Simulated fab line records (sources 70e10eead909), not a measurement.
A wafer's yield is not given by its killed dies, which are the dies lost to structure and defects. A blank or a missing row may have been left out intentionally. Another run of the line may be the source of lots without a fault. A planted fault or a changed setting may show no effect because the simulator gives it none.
fab line records	flow nandHarc
record lots=6	wafers=18	lastDay=31
route steps=1302 shown A_WL_FILL@963 END@1302
lots that met no fault: from a run of the same line without faults
startH: start of the lot's first displayed wafer, in hours after the record's first day	waitH: hours from the lot's prior step to this one	" same as the row above	L1.1+2: a row that stands for several wafers	- value missing, or start not given	* or withheld: withheld	< > ~ a bound
route shown NAME@n: NAME is a module with steps in the file, n the number in the route of the first one	usual: mean and standard deviation over wafers with no fault	same: alike in all rows	chamber/n: place in a boat	sites: each site's reading	_std_site: the values' standard deviation	_edge_site: inner sites' mean taken away from outer sites' mean	radiusMm: for every site, how far away it sits from the centre of the wafer	mask NAME#n: copy n	behind: the last tool/chamber to shape the wafer	hold: the reason the lot was held/the length of the hold in hours/how it ended	device: transistor that didn't switch, given as n, p or np	end of line: the same wafers' tests at the end of the route	a step without rows: its recipe alone	killed: dies lost to structure and defects at the first sort, not the wafer's yield	map: dies across one wafer; x = killed, . = not, _ = none there
set.NAME: the setting that was run; set.NAME@STEP: the one run at that earlier step	model.NAME: the simulator's own value behind a step, which no gauge read
lots at some steps of the route; a table a step, a row a wafer
services: from which hour (startH, from the record's first day; less than 0 if before it) a tool's chamber was out of use, for how many hours, and why
## steps
# step NHARC_A_WL_FILL_ANNEAL_08
# recipe tempC=450	timeS=1800
# step NHARC_A_WL_FILL_ALD_10
# recipe targetThkA=500	pulseTimeS=10	aldCycles=500	tempC=300	material=SiO2
# usual aldCycles=500/0	heaterPowerOuterW=258/22	heaterPowerW=446/38	precursorPulseHeightRel=1.002/0.02
lot.wafer	tool	chamber	startH	waitH	aldCycles	heaterPowerOuterW	heaterPowerW	precursorPulseHeightRel
L879.3	aldHk-03	2	494.65	0.6	500	243	417	0.985
L879.2	"	0	495.67	1.6	500	267	494	0.987
L879.6	"	2	496.69	2.6	500	245	408	1.017
L880.1	aldHk-02	0	507.73	1.1	500	264	462	0.988
L880.6	"	2	508.77	2.1	500	223	385	0.980
L880.5	"	3	"	"	500	269	425	0.988
L890.1	aldHk-02	2	604.48	0.1	500	218	377	0.974
L890.3	"	1	606.01	1.6	500	265	471	1.008
L890.5	"	3	607.03	2.6	500	269	434	1.007
L891.3	aldHk-04	0	605.00	0.6	500	248	438	1.002
L891.2	"	1	"	"	500	242	424	1.016
L891.6	"	0	607.05	2.6	500	250	439	0.997
L889.1	aldHk-02	2	609.65	0.6	500	221	370	0.998
L889.2	"	3	"	"	500	272	427	1.028
L889.6	"	2	611.73	2.7	500	218	374	0.992
L893.1	aldHk-03	3	636.08	0.1	500	287	496	0.972
L893.3	"	2	639.15	3.1	500	252	429	1.021
L893.5	"	0	641.19	5.2	500	273	476	0.961
# step NHARC_A_WL_FILL_ETCHBACK_16
# recipe targetDepthA=1200	timeS=24	c4f8FlowSccm=withheld	o2FlowSccm=8	arFlowSccm=withheld	rfW=600	biasW=800	chemistry=C4F8/O2/Ar
# step NHARC_A_WL_FILL_STRIP_29
# recipe timeS=20	o2FlowSccm=500	arFlowSccm=0	biasW=0	chemistry=O2
# usual drypumpMotorCurrentA=5.9/0.58	oesProductAu=0.994/0.014	rfVppV=57.7/0.79	showerheadPlenumPTorr=3.53/0.098	throttleValvePct=17.036/0.0092
# same biasW=0
lot.wafer	tool	chamber	startH	waitH	drypumpMotorCurrentA	oesProductAu	rfHoursCounterH	rfVppV	showerheadPlenumPTorr	throttleValvePct
L879.2	rieDiel-05	2	499.35	0.1	6.4	1.008	1.5	56.5	3.42	17.035
L879.3	"	1	"	"	6.4	0.978	1.5	57.0	3.59	17.038
L879.6	"	2	"	"	6.4	1.017	-	58.1	3.42	17.048
L880.1	rieDiel-01	0	511.47	0.1	4.9	1.007	5.1	57.9	3.53	17.033
L880.6	"	2	"	"	5.4	0.982	-	59.3	3.58	17.023
L880.5	"	3	"	"	5.9	0.989	-	58.6	3.76	17.042
L890.3	rieDiel-05	1	609.19	0.1	6.4	0.978	0.6	57.4	3.58	17.033
L890.1	"	0	"	"	5.4	0.981	0.5	57.9	3.48	17.022
L890.5	"	2	"	"	6.4	1.004	-	57.3	3.42	17.041
L891.2	rieDiel-08	3	609.21	0.1	6.4	1.006	3.3	56.1	3.42	17.028
L891.3	"	2	"	"	6.1	0.986	3.2	57.0	3.57	17.027
L891.6	"	3	"	"	6.4	1.012	-	58.7	3.42	17.044
L889.1	rieDiel-08	2	613.89	0.1	6.1	0.993	3.3	57.9	3.57	17.039
L889.2	"	1	"	"	6.3	0.997	3.0	58.9	3.67	17.043
L889.6	"	2	"	"	6.2	0.990	-	58.1	3.57	17.026
L893.3	rieDiel-01	0	643.86	0.1	4.9	1.002	2.8	57.7	3.53	17.020
L893.1	"	3	"	"	5.9	0.988	2.7	58.1	3.76	17.044
L893.5	"	0	"	"	4.9	1.007	-	58.6	3.53	17.036
# step NHARC_A_WL_FILL_ETCHBACK_17
# recipe targetDepthA=40	timeS=26.7	chemistry=Cl2/BCl3
# usual drypumpMotorCurrentA=5.6/0.35	oesProductAu=0.993/0.011
lot.wafer	tool	chamber	startH	waitH	drypumpMotorCurrentA	oesProductAu	rfHoursCounterH
L879.2	rieMetal-02	0	499.47	-	5.7	0.998	0.5
L879.3	"	1	"	"	6.0	1.000	-
L879.6	"	1	"	"	6.0	1.007	-
L880.1	rieMetal-02	1	511.56	-	6.0	0.995	0.8
L880.6	"	1	"	"	6.0	0.997	-
L880.5	"	0	"	"	5.7	0.979	-
L890.1	rieMetal-01	1	609.28	-	5.0	0.990	0.5
L890.3	"	0	"	"	5.5	0.979	-
L890.5	"	1	"	"	5.0	0.997	-
L891.2	rieMetal-03	0	609.30	-	5.6	0.992	1.3
L891.3	"	1	"	"	5.9	0.995	-
L891.6	"	1	"	"	5.8	0.990	-
L889.1	rieMetal-01	0	613.97	-	5.5	0.988	0.6
L889.2	"	1	"	"	5.0	0.987	0.6
L889.6	"	1	"	"	5.0	0.992	-
L893.1	rieMetal-02	1	643.96	-	6.0	0.997	0
L893.3	"	0	"	"	5.7	0.983	-
L893.5	"	0	"	"	5.7	0.986	-
# step NHARC_A_WL_FILL_PRECLEAN_18
# recipe timeS=30	chemistry=dHF
# step NHARC_A_WL_FILL_SRD_21
# step NHARC_A_WL_FILL_CVD_23
# recipe targetThkA=400	tempC=620	pressureMtorr=200	timeS=800	material=poly-Si
# step NHARC_A_WL_FILL_ETCHBACK_26
# recipe targetDepthA=520	timeS=13.3	hbrFlowSccm=150	rfW=350	icpW=350	biasW=60	chemistry=HBr
# usual biasW=60.00/0.17	drypumpMotorCurrentA=5.7/0.43	oesProductAu=0.996/0.014	rfFwdPowerW=342.8/2.2	throttleValvePct=23.265/0.009
lot.wafer	tool	chamber	startH	waitH	biasW	drypumpMotorCurrentA	oesProductAu	rfFwdPowerW	rfHoursCounterH	throttleValvePct
L879.2	rieSi-03	2	504.66	0.4	60.05	5.4	0.992	339.7	0.2	23.283
L879.3	"	3	"	"	60.12	5.1	1.007	342.9	0.3	23.277
L879.6	"	3	"	"	59.93	5.1	1.004	343.9	-	23.286
L880.1	rieSi-03	3	516.66	0.4	59.71	5.1	0.998	345.8	0.4	23.269
L880.6	"	2	"	"	59.90	5.5	0.980	342.7	-	23.256
L880.5	"	3	"	"	59.81	5.1	0.998	346.5	-	23.266
L890.3	rieSi-01	3	614.39	0.4	60.03	5.9	1.012	342.4	0.3	23.274
L890.1	"	0	"	"	59.61	5.7	0.991	339.6	0.4	23.251
L890.5	"	0	"	"	59.58	5.7	0.978	340.8	-	23.263
L891.2	rieSi-04	2	614.40	0.4	60.03	5.4	0.976	342.5	0.5	23.261
L891.3	"	3	"	"	60.02	5.7	1.015	345.8	0.5	23.268
L891.6	"	1	"	"	60.17	6.4	0.993	340.6	-	23.273
L889.1	rieSi-04	2	619.59	0.4	60.02	5.3	0.973	341.0	0.5	23.270
L889.2	"	3	"	"	59.82	5.7	1.018	346.4	0.5	23.269
L889.6	"	3	"	"	59.94	5.7	1.014	346.9	-	23.265
L893.1	rieSi-01	1	649.22	0.4	59.89	6.2	0.987	345.8	0.7	23.261
L893.3	"	2	"	"	59.93	6.0	0.988	344.9	0.7	23.249
L893.5	"	1	"	"	59.85	6.3	0.994	343.0	-	23.257
# step NHARC_A_WL_FILL_PRECLEAN_30
# recipe timeS=10	chemistry=dHF
# step NHARC_A_WL_FILL_SRD_14
# step NHARC_A_WL_FILL_ALD_19
# recipe targetThkA=20	pulseTimeS=3	aldCycles=100	tempC=450	material=TiN
# usual aldCycles=100/0	heaterPowerOuterW=687/79	heaterPowerW=1070/87	precursorPulseHeightRel=0.998/0.022
lot.wafer	tool	chamber	startH	waitH	aldCycles	heaterPowerOuterW	heaterPowerW	precursorPulseHeightRel
L879.3	aldMetal-02	0	504.95	0.1	100	580	945	0.998
L879.2	"	1	"	"	100	669	1047	0.963
L879.6	"	0	"	"	100	576	961	0.977
L880.1	aldMetal-04	2	516.97	0.2	100	650	1013	1.040
L880.6	"	3	"	"	100	532	961	0.983
L880.5	"	0	"	"	100	732	1143	0.988
L891.2	aldMetal-01	1	614.66	0.1	100	716	1154	0.973
L891.3	"	2	"	"	100	797	1164	1.023
L891.6	"	1	"	"	100	745	1183	0.978
L890.1	aldMetal-04	3	614.70	0.1	100	523	935	0.979
L890.3	"	0	"	"	51	717	1152	0.997
L890.5	"	1	"	"	100	671	1052	0.986
L889.2	aldMetal-04	0	619.85	0.1	51	725	1166	1.000
L889.1	"	2	"	"	100	691	1051	1.012
L889.6	"	1	"	"	100	683	1049	0.997
L893.3	aldMetal-02	3	649.48	0.1	100	820	1206	1.022
L893.1	"	1	"	"	100	655	1030	0.989
L893.5	"	3	"	"	100	827	1200	0.983
# step NHARC_A_WL_FILL_CVD_20
# recipe targetThkA=1000	tempC=400	pressureTorr=40	wf6FlowSccm=40	h2FlowSccm=1600	arFlowSccm=1560	timeS=74	material=W
# usual heaterPowerOuterW=550/81	heaterPowerW=873/96	throttleValvePct=8.07/0.17
lot.wafer	tool	chamber	startH	waitH	heaterPowerOuterW	heaterPowerW	throttleValvePct
L879.2	cvdW-01	1	-	-	445	759	7.94
L879.3	"	1	"	"	442	751	8.06
L879.6	"	1	"	"	451	761	8.10
L880.1	cvdW-02	1	-	-	640	935	8.02
L880.5	"	1	"	"	640	964	8.01
L880.6	"	0	"	"	586	952	8.11
L890.1	cvdW-01	0	-	-	586	899	8.16
L890.3	"	1	"	"	422	714	7.61
L890.5	"	1	"	"	422	708	8.12
L891.2	cvdW-02	1	-	-	649	937	8.05
L891.3	"	1	"	"	653	964	8.22
L891.6	"	1	"	"	646	958	8.19
L889.1	cvdW-02	0	-	-	588	965	7.78
L889.2	"	1	"	"	634	947	8.31
L889.6	"	1	"	"	649	962	8.08
L893.1	cvdW-01	1	-	-	405	721	8.04
L893.3	"	1	"	"	427	728	8.11
L893.5	"	1	"	"	421	720	8.04
# step NHARC_END_SORT_01
# recipe tempC=25
# usual killedAtArray=52/16	killedAtOther=0.8/0.98	killedAtPeriphery=4.2/2.9	killedDies=57/16	killedOpen=3.3/1.9	killedShort=2.5/1.5
# same grossDies=677
lot.wafer	tool	chamber	startH	waitH	killedAtArray	killedAtOther	killedAtPeriphery	killedDies	killedOpen	killedShort
L890.3	prober-01	0	695.83	3.1	675	0	2	677	2	3
L889.2	prober-01	0	702.81	2.8	672	1	4	677	6	4
# killed by level:class
L890.3 A_WL_FILL:areaAld=631 A_CHANNEL_HOLE_D1:chamberFilmFlake=25 A_STAIRCASE:chamberFilmFlake=5 A_CONTACT:chamberFilmFlake=4 A_SLIT:chamberFilmFlake=3 A_WL_FILL:geometricParticle:short=2 A_SOURCE_PLATE:geometricParticle:short=1 A_ONON_D1:geometricParticle:open=1
L889.2 A_WL_FILL:areaAld=610 A_SLIT:chamberFilmFlake=33 A_CHANNEL_HOLE_D2:chamberFilmFlake=16 A_CHANNEL_HOLE_D1:chamberFilmFlake=3 A_CHANNEL_FILL_D1:geometricParticle:open=2 A_STAIRCASE:chamberFilmFlake=2 P_M1:geometricParticle:open=1 P_M2:geometricParticle:open=1
# map L889.2 (x killed, . not)
____________x____________
_________xxxxxxx_________
_______xxxxxxxxxxx_______
______xxxxxxxxxxxxx______
_____xxxxxxxxxxxxxxx_____
____xxxxxxxxxxxxxxxxx____
____xxxxxxxxxxxxxxxxx____
___xxxxxxxxxxxxxxxxxxx___
___xxxxxxxxxxxxxxxxxxx___
__xxxxxxxxxxxxxxxxxxxxx__
__xxxxxxxxxxxxxxxxxxxxx__
_xxxxxxxxxxxxxxxxxxxxxxx_
_xxxxxxxxxxxxxxxxxxxxxxx_
_xxxxxxxxxxxxxxxxxxxxxxx_
_xxxxxxxxxxxxxxxxxxxxxxx_
_xxxxxxxxxxxxxxxxxxxxxxx_
xxxxxxxxxxxxxxxxxxxxxxxxx
xxxxxxxxxxxxxxxxxxxxxxxxx
xxxxxxxxxxxxxxxxxxxxxxxxx
xxxxxxxxxxxxxxxxxxxxxxxxx
xxxxxxxxxxxxxxxxxxxxxxxxx
_xxxxxxxxxxxxxxxxxxxxxxx_
_xxxxxxxxxxxxxxxxxxxxxxx_
_xxxxxxxxxxxxxxxxxxxxxxx_
_xxxxxxxxxxxxxxxxxxxxxxx_
_xxxxxxxxxxxxxxxxxxxxxxx_
__xxxxxxxxxxxxxxxxxxxxx__
__xxxxxxxxxxxxxxxxxxxxx__
___xxxxxxxxxxxxxxxxxxx___
___xxxxxxxxxxxxxxxxxxx___
____xxxxxxxxxxxxxxxxx____
____xxxxxxxxxxxxxxxxx____
_____xxxxxxxxxxxxxxx_____
______xxxxxxxxxxxxx______
_______xxxxxxxxxxx_______
_________xxxxxxx_________
____________x____________
# map L890.3 (x killed, . not)
____________x____________
_________xxxxxxx_________
_______xxxxxxxxxxx_______
______xxxxxxxxxxxxx______
_____xxxxxxxxxxxxxxx_____
____xxxxxxxxxxxxxxxxx____
____xxxxxxxxxxxxxxxxx____
___xxxxxxxxxxxxxxxxxxx___
___xxxxxxxxxxxxxxxxxxx___
__xxxxxxxxxxxxxxxxxxxxx__
__xxxxxxxxxxxxxxxxxxxxx__
_xxxxxxxxxxxxxxxxxxxxxxx_
_xxxxxxxxxxxxxxxxxxxxxxx_
_xxxxxxxxxxxxxxxxxxxxxxx_
_xxxxxxxxxxxxxxxxxxxxxxx_
_xxxxxxxxxxxxxxxxxxxxxxx_
xxxxxxxxxxxxxxxxxxxxxxxxx
xxxxxxxxxxxxxxxxxxxxxxxxx
xxxxxxxxxxxxxxxxxxxxxxxxx
xxxxxxxxxxxxxxxxxxxxxxxxx
xxxxxxxxxxxxxxxxxxxxxxxxx
_xxxxxxxxxxxxxxxxxxxxxxx_
_xxxxxxxxxxxxxxxxxxxxxxx_
_xxxxxxxxxxxxxxxxxxxxxxx_
_xxxxxxxxxxxxxxxxxxxxxxx_
_xxxxxxxxxxxxxxxxxxxxxxx_
__xxxxxxxxxxxxxxxxxxxxx__
__xxxxxxxxxxxxxxxxxxxxx__
___xxxxxxxxxxxxxxxxxxx___
___xxxxxxxxxxxxxxxxxxx___
____xxxxxxxxxxxxxxxxx____
____xxxxxxxxxxxxxxxxx____
_____xxxxxxxxxxxxxxx_____
______xxxxxxxxxxxxx______
_______xxxxxxxxxxx_______
_________xxxxxxx_________
____________x____________
## services
tool	chamber	startH	hours	kind
aldMetal-04	-	474.00	10.0	pm
rieSi-01	1	483.65	3.4	repair
cvdW-02	0	487.12	14.6	repair
rieDiel-01	3	488.24	22.4	repair
aldMetal-04	3	499.35	11.2	repair
rieDiel-01	1	503.50	9.0	repair
rieDiel-05	-	515.92	0.3	repair
rieSi-04	-	519.00	9.0	pm
rieSi-03	0	522.59	2.0	repair
aldHk-02	-	526.11	10.0	pm
rieDiel-08	-	544.81	9.0	pm
cvdW-01	-	547.00	13.0	pm
rieSi-01	-	547.00	9.0	pm
rieDiel-01	-	557.80	9.0	pm
aldMetal-02	2	559.07	3.9	repair
rieDiel-08	0	560.33	6.0	repair
rieMetal-02	1	564.12	2.2	repair
rieMetal-01	-	575.00	9.0	pm
rieDiel-05	-	583.60	9.0	pm
rieDiel-08	0	584.50	4.0	repair
rieMetal-02	0	594.30	2.6	repair
rieMetal-02	-	607.18	14.9	repair
cvdW-02	-	631.00	13.0	pm
rieMetal-02	-	631.00	9.0	pm
## key
firstSign step=NHARC_A_WL_FILL_ALD_19	reading=aldCycles	direction=down	sigmas=99+	usual=100	struck=51
effect step=NHARC_END_SORT_01	reading=killedAtArray	direction=up	sigmas=39	usual=52	struck=674
moreKillsBornAt NHARC_A_WL_FILL_ALD_19@aldMetal-04=1241
metAt NHARC_A_WL_FILL_ALD_19
struckWafers L889.2,L890.3
laterRowsLeftOut L889.2,L890.3
testerLeftOut L889,L890
onsetBetween 516.97 614.70
fault kind=processParameterDrift	tool=aldMetal-04	chamber=0	onsetH=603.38	steps=NHARC_A_WL_FILL_ALD_19	channel=aldCycles	offset=-49	shape=step	endH=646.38	actsIn=theseRecipesOnly	stated=100
# testerLeftOut: of these lots the tester's yield and bins aren't shown, on N5 and GAA mostly nor the transistor test; their killed dies are dies lost to structure and defects alone, not to doping, threshold or leakage, so they don't give the yield
# laterRowsLeftOut: the simulator's readings of these wafers behind a module that went badly wrong aren't trusted and aren't shown, but for the sort
